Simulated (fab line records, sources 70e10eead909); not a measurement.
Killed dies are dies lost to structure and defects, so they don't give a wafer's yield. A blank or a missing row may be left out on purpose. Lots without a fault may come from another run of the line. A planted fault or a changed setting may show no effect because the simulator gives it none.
fab line records | flow nand_harc | part 2 of 2: steps 25 to 33 of 33
record lots=5 wafers=15 last_day=31
route steps=1302 shown A_STAIRCASE@818
lots that met no fault: from a run of the same line without faults
start_h: hours from the record's first day to the start of the lot's first wafer shown | wait_h: hours since the lot's step before | " the same as in the row above | L1.1+2: a row that stands for several wafers | - no value, or no start given | * or withheld: withheld | < > ~ a bound
route shown NAME@n: a module of which the file shows steps, and the number in the route of the first | usual: mean/standard deviation of fault-free wafers | same: alike in all rows | chamber/n: place in a boat | sites: the reading at each site | _std_site: their standard deviation | _edge_site: outer sites' mean less inner sites' | radius_mm: how far each site lies from the wafer's centre | mask NAME#n: copy n | behind: the tool/chamber that last shaped the wafer | hold: why the lot was held/for how many hours/how that ended | device: the transistor (n, p or np) that didn't switch | end of line: the same wafers' tests at the end of the route | a step without rows: its recipe alone | killed: dies lost to structure and defects at the first sort, not the wafer's yield | map: a wafer's dies, x killed, . not, _ none there
set.NAME: the setting as run; set.NAME@STEP: as run at that earlier step | model.NAME: the simulator's own value behind a step, which no gauge read
lots at some steps of the route; a table a step, a row a wafer
services: from which hour (start_h, from the record's first day; less than 0 if before it) a tool's chamber was out of use, for how many hours, and why
## steps
# step NHARC_A_STAIRCASE_DEP_417
# recipe target_thk_a=600 step_coverage_pct=20 temp_c=400 target_thk_nm=60 flow_sccm=200 rf_w=450 material=Si3N4
# usual heater_power_w=697/69
# columns lot.wafer tool chamber start_h wait_h heater_power_w
L079.1 pecvd-01 2 437.60 - 764
L079.6 " 0 " " 728
L079.5 " 2 " " 762
L085.2 pecvd-03 2 500.82 - 882
L085.4 " 0 " " 575
L085.5 " 2 " " 875
L086.1 pecvd-02 1 504.32 - 654
L086.3 " 0 " " 609
L086.6 " 0 " " 612
L088.3 pecvd-03 2 529.03 - 745
L088.2 " 0 " " 661
L088.4 " 1 " " 680
L091.1 pecvd-02 1 566.05 - 629
L091.5 " 2 " " 746
L091.4 " 0 " " 669
# step NHARC_A_STAIRCASE_WET_418
# recipe temp_c=160 target_depth_a=200 chemistry=H3PO4
# usual temp_c=159.95/0.15
# columns lot.wafer tool chamber start_h wait_h temp_c
L079.1 wet_h3po4-01 0 440.78 3.1 159.87
L079.5 " 0 " " 160.04
L079.6 " 0 " " 160.10
L085.2 wet_h3po4-01 0 502.73 - 159.97
L085.4 " 0 " " 160.15
L085.5 " 0 " " 159.94
L086.1 wet_h3po4-01 1 506.32 - 160.00
L086.3 " 1 " " 159.67
L086.6 " 1 " " 159.74
L088.2 wet_h3po4-01 0 530.98 - 159.57
L088.3 " 0 " " 159.82
L088.4 " 0 " " 159.54
L091.1 wet_h3po4-01 0 567.96 - 160.16
L091.4 " 0 " " 160.20
L091.5 " 0 " " 160.08
# step NHARC_A_STAIRCASE_PRECLEAN_419
# recipe time_s=* temp_c=50 bath_age_min=0 chemistry=SC1
# usual diw_flow_mL_min=1415/4.2 temp_c=50.00/0.12
# same time_s=*
# columns lot.wafer tool chamber start_h wait_h diw_flow_mL_min temp_c
L079.5 wet_bench-04 3 441.36 0.0 1420 50.07
L079.1 " 4 " " 1413 50.14
L079.6 " 5 " " 1407 49.97
L085.4 wet_bench-06 5 503.30 0.0 1417 49.98
L085.2 " 6 " " 1417 49.99
L085.5 " 2 " " 1423 49.82
L086.1 wet_bench-07 6 506.90 0.0 1418 50.05
L086.6 " 1 " " 1408 50.03
L086.3 " 2 " " 1414 49.95
L088.2 wet_bench-07 1 531.60 0.1 1411 49.93
L088.3 " 2 " " 1418 49.84
L088.4 " 3 " " 1414 50.00
L091.4 wet_bench-07 5 568.53 0.0 1417 50.03
L091.5 " 0 " " 1418 49.92
L091.1 " 2 " " 1418 49.99
# step NHARC_A_STAIRCASE_SRD_421
# columns lot.wafer tool chamber start_h wait_h
L079.5+1+6 wet_bench-04 3,4,5 - -
L085.4+2+5 wet_bench-06 5,6,2 - -
L086.1+6+3 wet_bench-07 6,1,2 - -
L088.2+3+4 wet_bench-07 1,2,3 531.64 0.0
L091.4+5+1 wet_bench-07 5,0,2 - -
# step NHARC_A_STAIRCASE_ALD_420
# recipe target_thk_a=200 pulse_time_s=6 ald_cycles=200 temp_c=300 material=SiO2
# usual heater_power_w=453/55 precursor_pulse_height_rel=1.000/0.02
# columns lot.wafer tool chamber start_h wait_h heater_power_w precursor_pulse_height_rel
L079.1 ald_hk-02 3 441.82 - 413 0.990
L079.6 " 1 " " 384 0.967
L079.5 " 2 " " 444 0.989
L085.2 ald_hk-04 3 503.76 - 442 0.954
L085.4 " 0 " " 576 0.985
L085.5 " 2 " " 388 0.986
L086.3 ald_hk-01 1 507.20 - 476 0.986
L086.1 " 2 " " 395 0.977
L086.6 " 0 " " 423 0.943
L088.3 ald_hk-01 3 531.76 0.1 524 1.031
L088.2 " 0 " " 432 0.989
L088.4 " 1 " " 475 1.009
L091.4 ald_hk-01 2 568.83 - 420 0.983
L091.1 " 0 " " 445 1.040
L091.5 " 2 " " 404 0.993
# step NHARC_A_STAIRCASE_CVD_552
# recipe target_thk_a=400 temp_c=700 pressure_mtorr=300 material=SiNx
# usual spike_tc_upper_C=700.3/1.1 zone_power_centre_pct=12.1/1.2 zone_power_top_pct=22.4/0.79
# columns lot.wafer tool chamber start_h wait_h spike_tc_upper_C zone_power_centre_pct zone_power_top_pct
L079.1 lpcvd-02 0 - - 699.4 11.2 22.0
L079.5 " 0 " " 699.5 11.1 22.0
L079.6 " 0 " " 699.8 11.1 22.0
L085.2 lpcvd-01 1 - - 700.3 13.5 21.7
L085.4 " 1 " " 699.5 13.6 21.8
L085.5 " 1 " " 699.9 13.7 21.4
L086.1 lpcvd-01 1 - - 698.9 13.5 21.8
L086.3 " 1 " " 701.7 13.5 21.6
L086.6 " 1 " " 700.3 13.5 21.8
L088.2 lpcvd-02 1 - - 699.4 10.6 23.2
L088.3 " 1 " " 700.8 10.5 23.7
L088.4 " 1 " " 700.6 10.7 23.3
L091.1 lpcvd-01 1 - - 699.6 13.4 21.4
L091.4 " 1 " " 701.8 13.5 21.6
L091.5 " 1 " " 701.9 13.6 21.7
# step NHARC_A_STAIRCASE_DEP_151
# recipe target_thk_a=72000 temp_c=400 target_thk_nm=7200 teos_flow_sccm=200 rf_w=500 material=SiO2
# usual heater_power_w=644/75
# columns lot.wafer tool chamber start_h wait_h heater_power_w
L079.1 pecvd-01 1 449.59 0.4 675
L079.6 " 1 " " 577
L079.5 " 2 " " 649
L085.2 pecvd-03 1 511.65 0.5 575
L085.5 " 1 " " 536
L085.4 " 2 " " 694
L086.3 pecvd-03 1 515.26 0.4 630
L086.1 " 0 " " 655
L086.6 " 0 " " 566
L088.3 pecvd-03 2 539.98 0.5 764
L088.2 " 0 " " 686
L088.4 " 1 " " 548
L091.1 pecvd-01 2 576.87 0.5 741
L091.5 " 1 " " 604
L091.4 " 0 " " 600
# step NHARC_A_STAIRCASE_ANNEAL_320
# recipe temp_c=750 time_s=1800
# usual spike_tc_upper_C=749.8/1.1 zone_power_centre_pct=13.2/1.9 zone_power_top_pct=26.4/1.8
# same time_s=1800
# columns lot.wafer tool chamber start_h wait_h spike_tc_upper_C zone_power_centre_pct zone_power_top_pct
L079.1 furnace-07 0 457.20 - 751.4 15.4 24.2
L079.5 " 0 " " 750.8 15.5 24.0
L079.6 " 0 " " 749.3 15.5 24.2
L085.2 furnace-07 0 516.13 - 751.3 15.4 24.1
L085.4 " 0 " " 749.8 15.4 24.6
L085.5 " 0 " " 749.1 15.5 24.4
L086.1 furnace-07 0 516.13 - 750.2 15.5 24.1
L086.3 " 0 " " 749.9 15.5 24.1
L086.6 " 0 " " 749.2 15.3 24.4
L088.2 furnace-05 0 543.64 - 749.7 11.1 26.8
L088.3 " 0 " " 751.2 11.1 26.8
L088.4 " 0 " " 750.1 11.3 26.6
L091.1 furnace-05 0 583.34 - 750.8 11.3 26.9
L091.4 " 0 " " 749.4 11.0 27.0
L091.5 " 0 " " 751.0 11.3 26.5
# step NHARC_A_STAIRCASE_DEP_322
# recipe target_thk_a=72000 temp_c=400 target_thk_nm=7200 teos_flow_sccm=200 rf_w=500 material=SiO2
# usual heater_power_w=642/83
# columns lot.wafer tool chamber start_h wait_h heater_power_w
L079.1 pecvd-03 1 460.87 0.4 537
L079.5 " 0 " " 577
L079.6 " 1 " " 535
L086.3 pecvd-01 1 519.50 0.1 730
L086.1 " 0 " " 707
L086.6 " 2 " " 617
L085.2 pecvd-03 0 519.69 0.3 669
L085.5 " 1 " " 532
L085.4 " 0 " " 563
L088.3 pecvd-02 2 547.08 0.1 650
L088.2 " 0 " " 663
L088.4 " 1 " " 542
L091.1 pecvd-03 0 586.75 0.1 612
L091.4 " 0 " " 565
L091.5 " 2 " " 691
## services
# columns tool chamber start_h hours kind
rie_diel-05 - 406.94 9.0 pm
pecvd-02 - 408.00 13.0 pm
rie_diel-08 3 412.08 4.3 repair
pecvd-01 1 414.64 24.6 repair
wet_h3po4-01 - 420.10 1.5 repair
rie_diel-05 1 427.45 4.4 repair
pecvd-02 - 433.85 1.3 repair
wet_h3po4-01 - 438.74 2.0 repair
rie_diel-05 0 450.35 27.5 repair
litho_track-05 - 474.00 7.0 pm
ald_hk-01 - 475.50 10.0 pm
wet_bench-07 - 480.33 2.7 repair
rie_diel-08 1 488.52 14.4 repair
rie_diel-09 - 498.03 9.0 pm
wet_bench-06 - 504.98 86.9 repair
wet_bench-07 - 512.00 8.0 pm
rie_diel-09 1 527.53 4.6 repair
pecvd-03 - 547.00 13.0 pm
rie_diel-08 - 547.21 9.0 pm
pecvd-03 - 575.09 3.0 repair
ald_hk-01 - 575.13 1.5 repair
litho_track-02 - 577.00 7.0 pm
wet_bench-04 - 579.21 8.0 pm
rie_diel-05 - 583.94 9.0 pm
